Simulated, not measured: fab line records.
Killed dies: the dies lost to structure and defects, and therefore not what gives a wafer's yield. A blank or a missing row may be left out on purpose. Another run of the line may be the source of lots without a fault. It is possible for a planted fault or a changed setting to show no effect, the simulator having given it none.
fab line records	flow n5Finfet
[record] lots = 7	wafers = 39
route steps=1938 shown BEOL_M10@1512 BEOL_M14@1716 PASSIVATION@1930
startH: hours from the record's first day to the start of the lot's first wafer shown	waitH: how many hours have passed since the lot's step before this one	" unchanged from the row above	L1.1+2: one row covering several wafers at once	- no value present, or no start provided	* or withheld: withheld	< > ~ a bound
route shown NAME@n: a module of which the file shows steps, and the number in the route of the first	usual: average and standard deviation across the fault-free wafers	same: alike in all rows	chamber/n: place in a boat	sites: per-site readings	_std_site: how widely they spread, as a standard deviation	_edge_site: inner sites' mean taken away from outer sites' mean	radiusMm: how far each site lies from the wafer's centre	mask NAME#n: copy n	behind: tool/chamber where the wafer was last shaped	hold: why the lot went on hold/how many hours it stayed there/how the hold came to an end	device: the n, p or np transistor that did not switch	end of line: tests of these same wafers at the route's end	a step given without rows: its recipe and nothing more	killed: the dies lost at the first sort to structure and to defects; this is not the yield of the wafer	map: shows each die of a wafer: x if killed, . if not, _ if none is there
set.NAME: the setting as run; set.NAME@STEP: as run at that earlier step	model.NAME: the simulator's own value behind a step, which no gauge read
lots whose settings were changed on purpose; a table a step, a row a wafer
[[steps]]
[step N5_BEOL_M10_TRENCH_ETCH_37]
[recipe] chemistry = C4F6/O2	targetDepthA = 1488.3	target = SiCOH_lowk	timeS = 48	ionEnergyEv = 250	pressureMtorr = 30	sourceW = 345	biasW = 185	Ar_flow_sccm = 300	C4F6_flow_sccm = 10	O2_flow_sccm = 10
lot.wafer	tool	chamber	startH	waitH	set.timeS	model.etch.depthNm	model.BEOL_M10.featureDepthNm	model.TiN_of_BEOL_M10_HM_DEP_02.thkNm
L079.1	rieDiel-04	2	-	-	48	145.4	145.4	16.2
L079.2	"	1	"	"	48	142	142	16.2
L079.3	"	0	"	"	34.92	107	107	17.2
L079.4	"	3	"	"	48	146	146	16.4
L079.5	"	0	"	"	34.92	107.9	108	17.2
L079.6	"	3	"	"	34.92	106.1	106.2	17.4
L083.1	rieDiel-04	1	-	-	48	141.1	141.2	16.2
L083.5	"	3	"	"	48	145.2	145.2	16
L083.6	"	0	"	"	48	147.8	147.8	15.6
L084.1	rieDiel-02	3	-	-	48	152.8	152.8	16.2
L084.2	"	1	"	"	48	149.3	149.4	16.2
L084.3	"	0	"	"	48	148.3	148.4	16
L084.4	"	2	"	"	48	150	150	16
L084.5	"	0	"	"	48	147	147	16.2
L084.6	"	3	"	"	48	151.5	151.6	16
L087.1	rieDiel-01	0	-	-	63.93	193.8	193.8	14.6
L087.2	"	2	"	"	63.93	199.6	199.6	14.6
L087.3	"	1	"	"	48	148.8	148.8	16.2
L087.4	"	3	"	"	48	148.6	148.6	15.8
L087.5	"	3	"	"	48	147.3	147.2	16.2
L087.6	"	0	"	"	63.93	193.6	193.6	14.6
L090.1	rieDiel-02	0	-	-	32.95	102.1	102.2	17
L090.2	"	1	"	"	48	149	149	15.8
L090.3	"	2	"	"	32.95	102.9	103	17.6
L090.4	"	3	"	"	48	153.2	153.2	15.6
L090.5	"	2	"	"	48	151.1	151	16.4
L090.6	"	1	"	"	32.95	101.9	101.8	17.2
L092.1+2	rieDiel-04	2,3	-	-	48	148.2	148.2	16.2
L092.3	"	1	"	"	48	148.7	148.8	16.4
L092.4	"	0	"	"	48	150.3	150.4	16
L092.5	"	3	"	"	48	148.7	148.8	16.2
L092.6	"	2	"	"	48	147.2	147.2	16.6
L097.1	rieDiel-02	1	-	-	48	149.5	149.6	16.2
L097.2	"	3	"	"	48	151.3	151.4	16.4
L097.3	"	2	"	"	32.2	100.7	100.6	18
L097.4	"	0	"	"	32.2	101.4	101.4	17.6
L097.5	"	1	"	"	48	148.3	148.2	16.2
L097.6	"	0	"	"	32.2	101.2	101.2	17.4
[step N5_BEOL_M10_ETCH_41]
[recipe] chemistry = CH3F/O2	target = SiCN	targetDepthA = 426	taperDeg = 2	timeS = 86	ionEnergyEv = 120	maskMaterial = TiN	pressureMtorr = 30	sourceW = 395	biasW = 75	Ar_flow_sccm = 150	CH3F_flow_sccm = 30	O2_flow_sccm = 20
[step N5_BEOL_M10_STRIP_77]
[recipe] chemistry = N2/H2	timeS = 10	powerW = 450	tempC = 40	pressureMtorr = 20	rfFrequencyHz = 6e+07	biasPowerW = 7	n2FlowSccm = 200	h2FlowSccm = 200
[step N5_BEOL_M10_OCD_MEAS_38]
[usual] trenchDepthNm = 148.7/2.9
lot.wafer	tool	chamber	startH	waitH	set.timeS@BEOL_M10_TRENCH_ETCH_37	trenchDepthNm
L079.1	ocd-02	-	251.23	-	48	145.4
L079.2	"	-	"	"	48	142.0
L079.3	"	-	"	"	34.92	107.1
L079.4	"	-	"	"	48	146.0
L079.5	"	-	"	"	34.92	107.7
L079.6	"	-	"	"	34.92	106.6
L083.1	ocd-02	-	290.59	-	48	141.5
L083.5	"	-	"	"	48	145.2
L083.6	"	-	"	"	48	147.7
L084.1	ocd-01	-	292.66	-	48	152.8
L084.2	"	-	"	"	48	149.2
L084.3	"	-	"	"	48	148.3
L084.4	"	-	"	"	48	150.3
L084.5	"	-	"	"	48	146.4
L084.6	"	-	"	"	48	151.5
L087.1	ocd-02	-	322.60	-	63.93	194.1
L087.2	"	-	"	"	63.93	199.8
L087.3	"	-	"	"	48	149.1
L087.4	"	-	"	"	48	149.0
L087.5	"	-	"	"	48	147.1
L087.6	"	-	"	"	63.93	193.2
L090.1	ocd-02	-	328.09	-	32.95	101.7
L090.2	"	-	"	"	48	149.1
L090.3	"	-	"	"	32.95	102.4
L090.4	"	-	"	"	48	153.2
L090.5	"	-	"	"	48	151.3
L090.6	"	-	"	"	32.95	101.9
L092.1	ocd-01	-	334.54	-	48	147.8
L092.2	"	-	"	"	48	147.7
L092.3	"	-	"	"	48	148.9
L092.4	"	-	"	"	48	150.6
L092.5	"	-	"	"	48	148.4
L092.6	"	-	"	"	48	147.0
L097.1	ocd-02	-	415.64	-	48	149.8
L097.2	"	-	"	"	48	151.5
L097.3	"	-	"	"	32.2	100.6
L097.4	"	-	"	"	32.2	101.3
L097.5	"	-	"	"	48	148.5
L097.6	"	-	"	"	32.2	101.6
[step N5_BEOL_M10_HM_STRIP_39]
[recipe] chemistry = peroxideTinStrip	material = TiN	targetDepthA = 250	tempC = 50	timeS = 158
[step N5_BEOL_M10_SRD_40]
[recipe] timeS = 30	tempC = 23	rinseLiquid = diw	dry = ipaMarangoni
[step N5_BEOL_M10_ECD_50]
[recipe] material = Cu	targetThkA = 3180
[step N5_BEOL_M10_ANNEAL_51]
[recipe] tempC = 225	timeS = 90	ambient = N2
[step N5_BEOL_M10_CMP_52]
[recipe] stopOn = SiCOH_lowk	tOverpolishS = 7	downForcePsi = 1	platenRpm = 50	clearingPlatenDownForcePsi = 1.5	clearingPlatenRpm = 50	postCmpClean = cuAlkaline	targetThkNm = 140	clearingPlatenPadVelocityMS = 0.99484	padVelocityMS = 0.99484
lot.wafer	tool	chamber	startH	waitH	set.timeS@BEOL_M10_TRENCH_ETCH_37	model.Cu_of_BEOL_M10_ECD_50.thkNm
L079.4	cmp-02	1	254.88	0.1	48	138.4
L079.2	"	2	"	"	48	133
L079.3	"	3	"	"	34.92	99.4
L079.1	"	0	"	"	48	137.4
L079.5	"	1	"	"	34.92	99.8
L079.6	"	2	"	"	34.92	96.4
L083.1	cmp-04	0	293.65	0.3	48	131
L083.5	"	3	"	"	48	135.2
L083.6	"	0	"	"	48	138.8
L084.1	cmp-02	3	296.85	0.3	48	143
L084.2	"	0	"	"	48	139
L084.4	"	1	"	"	48	140.6
L084.3	"	2	"	"	48	137.8
L084.5	"	3	"	"	48	136.2
L084.6	"	0	"	"	48	141
L087.1	cmp-04	2	325.89	0.3	63.93	186.2
L087.4	"	3	"	"	48	138.8
L087.2	"	0	"	"	63.93	190.4
L087.3	"	1	"	"	48	138.4
L087.6	"	2	"	"	63.93	185.8
L087.5	"	3	"	"	48	138.2
L090.4	cmp-02	0	330.87	0.1	48	145.6
L090.3	"	1	"	"	32.95	94.6
L090.2	"	2	"	"	48	138.6
L090.1	"	3	"	"	32.95	93.6
L090.6	"	0	"	"	32.95	92.8
L090.5	"	1	"	"	48	143.6
L092.2+4	cmp-04	3,1	336.82	0.2	48	140.4
L092.1	"	0	"	"	48	139
L092.3	"	2	"	"	48	140
L092.6	"	3	"	"	48	138.8
L092.5	"	0	"	"	48	139.4
L097.3	cmp-01	1	419.44	0.2	32.2	91.8
L097.4	"	2	"	"	32.2	92.6
L097.2	"	3	"	"	48	141
L097.1	"	0	"	"	48	138.8
L097.5	"	1	"	"	48	139.2
L097.6	"	2	"	"	32.2	89.6
[step N5_BEOL_M10_THK_MEAS_53]
[recipe] thkMeasGauge = xrf	reads = Cu_of_BEOL_M10_ECD_50
[usual] M10_THK = 139/3.3
lot.wafer	tool	chamber	startH	waitH	set.timeS@BEOL_M10_TRENCH_ETCH_37	M10_THK[nm]
L079.1	filmMetro-01	-	255.17	-	48	137
L079.2	"	-	"	"	48	133
L079.3	"	-	"	"	34.92	99
L079.4	"	-	"	"	48	138
L079.5	"	-	"	"	34.92	100
L079.6	"	-	"	"	34.92	97
L083.1	filmMetro-02	-	293.91	-	48	130
L083.5	"	-	"	"	48	134
L083.6	"	-	"	"	48	138
L084.1	filmMetro-02	-	297.15	-	48	144
L084.2	"	-	"	"	48	139
L084.3	"	-	"	"	48	138
L084.4	"	-	"	"	48	141
L084.5	"	-	"	"	48	137
L084.6	"	-	"	"	48	141
L087.1	filmMetro-02	-	326.18	-	63.93	185
L087.2	"	-	"	"	63.93	189
L087.3	"	-	"	"	48	137
L087.4	"	-	"	"	48	138
L087.5	"	-	"	"	48	137
L087.6	"	-	"	"	63.93	185
L090.1	filmMetro-02	-	331.16	-	32.95	95
L090.2	"	-	"	"	48	139
L090.3	"	-	"	"	32.95	95
L090.4	"	-	"	"	48	146
L090.5	"	-	"	"	48	144
L090.6	"	-	"	"	32.95	93
L092.1	filmMetro-01	-	337.12	-	48	139
L092.2	"	-	"	"	48	141
L092.3	"	-	"	"	48	139
L092.4	"	-	"	"	48	139
L092.5	"	-	"	"	48	139
L092.6	"	-	"	"	48	138
L097.1	filmMetro-02	-	419.74	-	48	137
L097.2	"	-	"	"	48	140
L097.3	"	-	"	"	32.2	91
L097.4	"	-	"	"	32.2	91
L097.5	"	-	"	"	48	138
L097.6	"	-	"	"	32.2	89
[step N5_BEOL_M10_PRE_CLEAN_55]
[recipe] gas = NH3	timeS = 15	tempC = withheld	rfPowerW = 300
[step N5_BEOL_M10_DEP_56]
[recipe] material = SiCN	targetThkA = 150	tempC = withheld	precursor = 3MS/NH3	pressureTorr = 3	rfW = 202	timeS = 26.5
[step N5_BEOL_M10_RS_MEAS_57]
[recipe] thkMeasGauge = four-point-probe	reads = Cu_of_BEOL_M10_ECD_50+Co_of_BEOL_M10_CVD_75+TaN_of_BEOL_M10_ALD_74
[usual] M10_RS = 0.151/0.0037
lot.wafer	tool	chamber	startH	waitH	set.timeS@BEOL_M10_TRENCH_ETCH_37	M10_RS[ohm/sq]
L079.1	filmMetro-02	-	255.31	0.1	48	0.154
L079.2	"	-	"	"	48	0.160
L079.3	"	-	"	"	34.92	0.222
L079.4	"	-	"	"	48	0.153
L079.5	"	-	"	"	34.92	0.221
L079.6	"	-	"	"	34.92	0.230
L083.1	filmMetro-01	-	294.04	0.1	48	0.162
L083.5	"	-	"	"	48	0.157
L083.6	"	-	"	"	48	0.152
L084.1	filmMetro-02	-	297.32	0.1	48	0.147
L084.2	"	-	"	"	48	0.152
L084.3	"	-	"	"	48	0.154
L084.4	"	-	"	"	48	0.151
L084.5	"	-	"	"	48	0.156
L084.6	"	-	"	"	48	0.150
L087.1	filmMetro-02	-	326.32	0.1	63.93	0.111
L087.2	"	-	"	"	63.93	0.108
L087.3	"	-	"	"	48	0.153
L087.4	"	-	"	"	48	0.152
L087.5	"	-	"	"	48	0.153
L087.6	"	-	"	"	63.93	0.111
L090.1	filmMetro-02	-	331.30	0.1	32.95	0.238
L090.2	"	-	"	"	48	0.153
L090.3	"	-	"	"	32.95	0.235
L090.4	"	-	"	"	48	0.145
L090.5	"	-	"	"	48	0.147
L090.6	"	-	"	"	32.95	0.240
L092.1	filmMetro-01	-	337.26	0.1	48	0.152
L092.2	"	-	"	"	48	0.150
L092.3	"	-	"	"	48	0.151
L092.4	"	-	"	"	48	0.150
L092.5	"	-	"	"	48	0.151
L092.6	"	-	"	"	48	0.152
L097.1	filmMetro-02	-	419.87	0.1	48	0.152
L097.2	"	-	"	"	48	0.149
L097.3	"	-	"	"	32.2	0.243
L097.4	"	-	"	"	32.2	0.241
L097.5	"	-	"	"	48	0.152
L097.6	"	-	"	"	32.2	0.249
[step N5_BEOL_M14_ILD_DEP_00]
[recipe] material = SiO2	targetThkA = 11193	tempC = 400	precursor = TEOS/O2	pressureTorr = 6.5	rfW = 900	teosFlowSccm = 161.4	gas = O2	flowSccm = 2650	timeS = 237.4
lot.wafer	tool	chamber	startH	waitH	set.targetThkA	model.SiO2_of_BEOL_M14_ILD_DEP_00.thkNm
L079.1	pecvd-02	0	278.17	0.0	7839	806
L079.2	"	1	"	"	7839	778.6
L079.3	"	2	"	"	11193	1131
L079.4	"	1	"	"	11193	1123
L079.5	"	2	"	"	11193	1158
L079.6	"	0	"	"	7839	815.6
L083.1	pecvd-04	1	315.40	0.0	11193	1131
L083.5	"	2	"	"	11193	1119
L083.6	"	1	"	"	11193	1127
L084.1	pecvd-01	0	321.03	0.0	11193	1095
L084.2	"	2	"	"	11193	1109
L084.3	"	1	"	"	11193	1135
L084.4	"	2	"	"	11193	1147
L084.5	"	1	"	"	11193	1163
L084.6	"	0	"	"	11193	1133
L087.1	pecvd-01	2	346.96	0.0	11193	1108
L087.2	"	1	"	"	11193	1121
L087.3	"	0	"	"	14260	1403
L087.4	"	1	"	"	14260	1442
L087.5	"	2	"	"	11193	1127
L087.6	"	0	"	"	14260	1430
L090.1	pecvd-02	2	347.27	0.0	11193	1116
L090.2	"	0	"	"	11193	1100
L090.3	"	1	"	"	11193	1083
L090.4	"	1	"	"	11193	1110
L090.5+6	"	0,2	"	"	11193	1134
L092.1	pecvd-02	0	362.82	0.0	11193	1121
L092.2	"	1	"	"	11193	1097
L092.3	"	2	"	"	11193	1114
L092.4	"	1	"	"	11193	1107
L092.5	"	0	"	"	11193	1128
L092.6	"	2	"	"	11193	1130
L097.1	pecvd-04	2	444.73	0.0	11193	1101
L097.2	"	1	"	"	14360	1418
L097.3	"	0	"	"	14360	1414
L097.4	"	0	"	"	11193	1136
L097.5	"	2	"	"	14360	1451
L097.6	"	1	"	"	11193	1124
[step N5_BEOL_M14_THK_MEAS_01]
[recipe] reads = SiO2_of_BEOL_M14_ILD_DEP_00
[usual] M14_ILD_THK = 1125/17
lot.wafer	tool	chamber	startH	waitH	set.targetThkA@BEOL_M14_ILD_DEP_00	M14_ILD_THK[nm]
L079.1	filmMetro-02	-	278.36	0.1	7839	805
L079.2	"	-	"	"	7839	779
L079.3	"	-	"	"	11193	1131
L079.4	"	-	"	"	11193	1123
L079.5	"	-	"	"	11193	1160
L079.6	"	-	"	"	7839	816
L083.1	filmMetro-02	-	315.59	0.1	11193	1130
L083.5	"	-	"	"	11193	1120
L083.6	"	-	"	"	11193	1127
L084.1	filmMetro-02	-	321.21	0.1	11193	1094
L084.2	"	-	"	"	11193	1109
L084.3	"	-	"	"	11193	1134
L084.4	"	-	"	"	11193	1147
L084.5	"	-	"	"	11193	1164
L084.6	"	-	"	"	11193	1133
L087.1	filmMetro-01	-	347.15	0.1	11193	1107
L087.2	"	-	"	"	11193	1120
L087.3	"	-	"	"	14260	1403
L087.4	"	-	"	"	14260	1442
L087.5	"	-	"	"	11193	1127
L087.6	"	-	"	"	14260	1431
L090.1	filmMetro-01	-	347.46	0.1	11193	1115
L090.2	"	-	"	"	11193	1100
L090.3	"	-	"	"	11193	1083
L090.4	"	-	"	"	11193	1109
L090.5	"	-	"	"	11193	1135
L090.6	"	-	"	"	11193	1134
L092.1	filmMetro-01	-	363.01	0.1	11193	1121
L092.2	"	-	"	"	11193	1097
L092.3	"	-	"	"	11193	1114
L092.4	"	-	"	"	11193	1107
L092.5	"	-	"	"	11193	1128
L092.6	"	-	"	"	11193	1131
L097.1	filmMetro-01	-	444.92	0.1	11193	1101
L097.2	"	-	"	"	14360	1419
L097.3	"	-	"	"	14360	1414
L097.4	"	-	"	"	11193	1135
L097.5	"	-	"	"	14360	1452
L097.6	"	-	"	"	11193	1123
[step N5_BEOL_M14_COAT_58]
[recipe] resist = BARC	tempC = 205	timeS = 60	spinRpm = 1500	resistThkNm = 89
[step N5_BEOL_M14_COAT_04]
[recipe] spinRpm = 1704	resistThkNm = 800
[step N5_BEOL_M14_DESCUM_15]
[recipe] chemistry = O2	timeS = 7.9	sourcePowerW = 50	biasPowerW = 20	pressureMtorr = 20	rfFrequencyHz = 2.712e+07	tempC = 40	o2FlowSccm = 225
[step N5_BEOL_M14_ETCH_59]
[recipe] chemistry = N2/H2	target = BARC	targetDepthA = 890	overetchA = 267	timeS = 67.9	ionEnergyEv = 200	pressureMtorr = 30	sourceW = 840	biasW = 150	n2FlowSccm = 200	h2FlowSccm = 200
[step N5_BEOL_M14_VIA_ETCH_16]
[recipe] chemistry = C4F8/O2/Ar	target = SiO2	heInnerTorr = 15	heOuterTorr = 30	targetDepthA = 12313	timeS = withheld	ionEnergyEv = 800	pressureMtorr = 20	sourceW = 1905	biasW = 2040	Ar_flow_sccm = 400	C4F8_flow_sccm = 16	O2_flow_sccm = 12	ends = cleared
lot.wafer	tool	chamber	startH	waitH	set.targetThkA@BEOL_M14_ILD_DEP_00	model.etch.depthNm	model.coat_of_BEOL_M14_COAT_04.thkNm
L079.1	rieDiel-02	3	278.85	0.0	7839	805.9	521.6
L079.2	"	2	"	"	7839	778.5	529.2
L079.3	"	1	"	"	11193	1131	453.2
L079.4	"	0	"	"	11193	1123	448
L079.5	"	1	"	"	11193	1158	443.6
L079.6	"	2	"	"	7839	815.6	523.2
L083.1	rieDiel-04	3	316.47	0.1	11193	1131	455.8
L083.5	"	3	"	"	11193	1119	457.4
L083.6	"	2	"	"	11193	1127	454.8
L084.1	rieDiel-02	0	321.84	0.0	11193	1095	458
L084.2	"	1	"	"	11193	1109	460.6
L084.3	"	3	"	"	11193	1135	450.4
L084.4	"	2	"	"	11193	1147	449.4
L084.5	"	1	"	"	11193	1163	449.2
L084.6	"	2	"	"	11193	1133	450.4
L087.1	rieDiel-02	2	347.70	0.0	11193	1108	458.4
L087.2	"	3	"	"	11193	1121	453.4
L087.3	"	1	"	"	14260	1403	394.8
L087.4	"	3	"	"	14260	1442	380.2
L087.5	"	1	"	"	11193	1127	457.2
L087.6	"	2	"	"	14260	1430	382.2
L090.1	rieDiel-01	1	347.94	0.0	11193	1116	455.8
L090.2	"	3	"	"	11193	1100	459
L090.3	"	2	"	"	11193	1083	463.8
L090.4	"	0	"	"	11193	1110	455
L090.5	"	2	"	"	11193	1134	449.4
L090.6	"	3	"	"	11193	1134	452
L092.1	rieDiel-01	0	363.62	0.0	11193	1121	451
L092.2	"	2	"	"	11193	1097	457.2
L092.3	"	1	"	"	11193	1114	454.6
L092.4	"	3	"	"	11193	1107	454.4
L092.5	"	1	"	"	11193	1128	448.2
L092.6	"	2	"	"	11193	1130	450.8
L097.1	rieDiel-01	2	445.40	0.0	11193	1101	456
L097.2	"	3	"	"	14360	1418	385.2
L097.3	"	1	"	"	14360	1414	380.2
L097.4	"	2	"	"	11193	1136	448.4
L097.5	"	1	"	"	14360	1451	373.8
L097.6	"	3	"	"	11193	1124	452
[step N5_BEOL_M14_DESCUM_33]
[recipe] chemistry = O2	timeS = 7.9	sourcePowerW = 50	biasPowerW = 20	pressureMtorr = 20	rfFrequencyHz = 2.712e+07	tempC = 40	o2FlowSccm = 225
lot.wafer	tool	chamber	startH	waitH	set.timeS	model.coat_of_BEOL_M14_COAT_22.thkNm
L079.1+5	rieDiel-02	3,1	279.73	0.0	7.9	284
L079.2	"	0	"	"	3.973	285.2
L079.3	"	1	"	"	3.973	286
L079.4	"	2	"	"	7.9	283
L079.6	"	2	"	"	3.973	285.8
L083.1	rieDiel-02	3	317.48	0.2	7.9	282.2
L083.5+6	"	2,1	"	"	7.9	281.2
L084.1	rieDiel-04	0	322.69	0.1	4.075	284.4
L084.2+3	"	2,3	"	"	7.9	282.8
L084.4	"	0	"	"	7.9	282.6
L084.5	"	2	"	"	4.075	284.2
L084.6	"	3	"	"	4.075	284.6
L087.1+4	rieDiel-01	1,3	348.59	0.0	3.823	284
L087.2+3	"	0,2	"	"	7.9	282
L087.5	"	3	"	"	7.9	281.8
L087.6	"	0	"	"	3.823	283.8
L090.1	rieDiel-04	1	348.86	0.1	5.609	284.6
L090.2	"	0	"	"	7.9	283.2
L090.3	"	2	"	"	5.609	284.4
L090.4	"	0	"	"	5.609	283.6
L090.5	"	2	"	"	7.9	283.6
L090.6	"	1	"	"	7.9	283
L092.1	rieDiel-04	3	364.53	0.1	4.775	284
L092.2+3	"	0,2	"	"	7.9	282.2
L092.4	"	1	"	"	4.775	283
L092.5	"	2	"	"	7.9	283
L092.6	"	1	"	"	4.775	283.6
L097.1	rieDiel-01	1	446.26	0.1	7.9	282.2
L097.2+5+6	"	2,2,3	"	"	7.9	282
L097.3	"	3	"	"	7.9	281
L097.4	"	1	"	"	7.9	280.6
[step N5_PASSIVATION_ETCH_54]
[recipe] chemistry = CHF3/O2	target = SiO2	targetDepthA = 8800	CHF3_flow_sccm = 50	O2_flow_sccm = 5	Ar_flow_sccm = 200	timeS = 440	maskMaterial = PR	pressureMtorr = 30	sourceW = 650	biasW = 170	ionEnergyEv = 200
lot.wafer	tool	chamber	startH	waitH	set.targetDepthA	model.PASSIVATION.featureDepthNm	model.etch.depthNm
L079.1	rieDiel-04	3	305.15	0.1	8800	865.4	865.3
L079.2	"	1	"	"	8800	844.8	844.8
L079.3	"	2	"	"	5034	497.2	497.3
L079.4	"	0	"	"	5034	501	501
L079.5	"	1	"	"	8800	848.6	848.7
L079.6	"	2	"	"	5034	497.6	497.6
L083.1	rieDiel-04	2	337.54	0.1	8800	857.2	857.2
L083.5	"	2	"	"	8800	861.8	861.8
L083.6	"	3	"	"	8800	866.4	866.3
L084.1	rieDiel-01	2	342.29	0.1	8800	875.2	875.2
L084.2	"	1	"	"	8800	874	873.9
L084.3	"	3	"	"	8800	874.2	874.3
L084.4	"	0	"	"	8800	847.8	847.9
L084.5	"	0	"	"	8800	852.8	852.8
L084.6	"	3	"	"	8800	875.4	875.4
L087.1	rieDiel-04	1	372.53	0.1	8800	873.2	873.1
L087.2	"	2	"	"	8800	871.6	871.6
L087.3	"	0	"	"	8800	873.8	873.8
L087.4	"	3	"	"	8800	868.4	868.5
L087.5	"	0	"	"	8800	870.8	870.7
L087.6	"	1	"	"	8800	874.4	874.4
L090.1	rieDiel-02	1	373.39	0.1	12570	1249	1249
L090.2	"	2	"	"	12570	1263	1263
L090.3	"	0	"	"	12570	1286	1286
L090.4	"	3	"	"	8800	904.8	904.8
L090.5	"	1	"	"	8800	878.8	878.7
L090.6	"	2	"	"	8800	877.6	877.5
L092.1	rieDiel-02	2	389.37	0.1	8800	887.2	887.1
L092.2	"	3	"	"	8800	913.4	913.3
L092.3	"	0	"	"	4042	418.6	418.6
L092.4	"	1	"	"	8800	872.6	872.7
L092.5	"	0	"	"	4042	413	412.9
L092.6	"	3	"	"	4042	417.8	417.8
L097.1	rieDiel-02	3	467.52	0.1	13810	1397	1397
L097.2	"	0	"	"	8800	878	878
L097.3	"	1	"	"	8800	865.8	865.8
L097.4	"	2	"	"	8800	867	867
L097.5	"	2	"	"	13810	1370	1370
L097.6	"	3	"	"	13810	1402	1402
[[key]]
[split] step = N5_BEOL_M10_TRENCH_ETCH_37	setting = timeS	stated = 48	by = wafer
[response] step = N5_BEOL_M10_TRENCH_ETCH_37	reading = model.etch.depthNm	change = +1.46	per = 1%	r = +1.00
[response] step = N5_BEOL_M10_TRENCH_ETCH_37	reading = model.BEOL_M10.featureDepthNm	change = +1.46	per = 1%	r = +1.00
[response] step = N5_BEOL_M10_TRENCH_ETCH_37	reading = model.TiN_of_BEOL_M10_HM_DEP_02.thkNm	change = -0.0419	per = 1%	r = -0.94
[response] step = N5_BEOL_M10_OCD_MEAS_38	reading = trenchDepthNm	change = +1.47	per = 1%	r = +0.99
[response] step = N5_BEOL_M10_CMP_52	reading = model.Cu_of_BEOL_M10_ECD_50.thkNm	change = +1.48	per = 1%	r = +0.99
[response] step = N5_BEOL_M10_THK_MEAS_53	reading = M10_THK	change = +1.48	per = 1%	r = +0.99
[response] step = N5_BEOL_M10_RS_MEAS_57	reading = M10_RS	change = -0.00234	per = 1%	r = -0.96
[split] step = N5_BEOL_M14_ILD_DEP_00	setting = targetThkA	stated = 11193	by = wafer
[response] step = N5_BEOL_M14_ILD_DEP_00	reading = model.SiO2_of_BEOL_M14_ILD_DEP_00.thkNm	change = +11.1	per = 1%	r = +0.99
[response] step = N5_BEOL_M14_THK_MEAS_01	reading = M14_ILD_THK	change = +11.1	per = 1%	r = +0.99
[response] step = N5_BEOL_M14_VIA_ETCH_16	reading = model.etch.depthNm	change = +11.1	per = 1%	r = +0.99
[response] step = N5_BEOL_M14_VIA_ETCH_16	reading = model.coat_of_BEOL_M14_COAT_04.thkNm	change = -2.56	per = 1%	r = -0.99
[split] step = N5_BEOL_M14_DESCUM_33	setting = timeS	stated = 7.9	by = wafer
[response] step = N5_BEOL_M14_DESCUM_33	reading = model.coat_of_BEOL_M14_COAT_22.thkNm	change = -0.0357	per = 1%	r = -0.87
[split] step = N5_PASSIVATION_ETCH_54	setting = targetDepthA	stated = 8800	by = wafer
[response] step = N5_PASSIVATION_ETCH_54	reading = model.PASSIVATION.featureDepthNm	change = +8.81	per = 1%	r = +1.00
[response] step = N5_PASSIVATION_ETCH_54	reading = model.etch.depthNm	change = +8.81	per = 1%	r = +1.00
